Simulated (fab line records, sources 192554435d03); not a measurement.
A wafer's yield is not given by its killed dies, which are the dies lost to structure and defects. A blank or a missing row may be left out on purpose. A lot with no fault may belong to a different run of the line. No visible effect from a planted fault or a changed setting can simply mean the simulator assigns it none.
Matching of chambers | flow n5Finfet | N5_BEOL_M0_SAQP_PECVD_00 on pecvd-01 has 3 sister chambers
The step deposits SiCN from 3MS/NH3, target thk 8 nm, time 14 s. 6 wafers are shown with their chamber, then 8 later ones without.

WAFERS PAIRED WITH THEIR CHAMBERS
wafer  | chamber | throttleValvePct (%) | showerheadPlenumPTorr (Torr)
L079.6 | 1       | 9.3                  | 3.657
L083.6 | 1       | 9.1                  | 3.659
L087.2 | 2       | 8.8                  | 3.664
L087.3 | 0       | 9.8                  | 3.658
L087.4 | 2       | 9.1                  | 3.655
L088.2 | 0       | 9.8                  | 3.657

WAFERS WITH NO CHAMBER GIVEN
wafer  | throttleValvePct (%) | showerheadPlenumPTorr (Torr)
L088.5 | 9.9                  | 3.660
L088.6 | 9.1                  | 3.658
L095.2 | 9.9                  | 3.659
L095.3 | 8.9                  | 3.656
L095.5 | 9.2                  | 3.652
L097.2 | 9.1                  | 3.656
L097.3 | 8.9                  | 3.652
L097.6 | 9.1                  | 3.673

WHICH CHAMBER EACH WENT THROUGH
wafer  | from the rows above     | in truth
L088.5 | 0                       | 0
L088.6 | can't be placed: 1 or 2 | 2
L095.2 | 0                       | 0
L095.3 | can't be placed: 2 or 1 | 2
L095.5 | can't be placed: 1 or 2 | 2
L097.2 | can't be placed: 1 or 2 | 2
L097.3 | can't be placed: 2 or 1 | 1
L097.6 | can't be placed: 2 or 1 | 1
Placed correctly: 2 of 8. These rows do not allow placing 6 (true chamber among the candidates in 6). Wrongly placed: 0.
How it was worked out, from the rows above alone: a wafer's distance from a chamber is the root of the sum, over the readings, of the square of ((its reading less the chamber's mean) divided by the reading's scatter). If the next closest chamber is less than 2 further off than the closest, the wafer can't be placed; otherwise it belongs to the closest. A chamber's mean is the mean of its shown wafers. The scatter: the root of (the sum of the squares of (reading less its chamber's mean) over the shown wafers, divided by (wafers less chambers)).
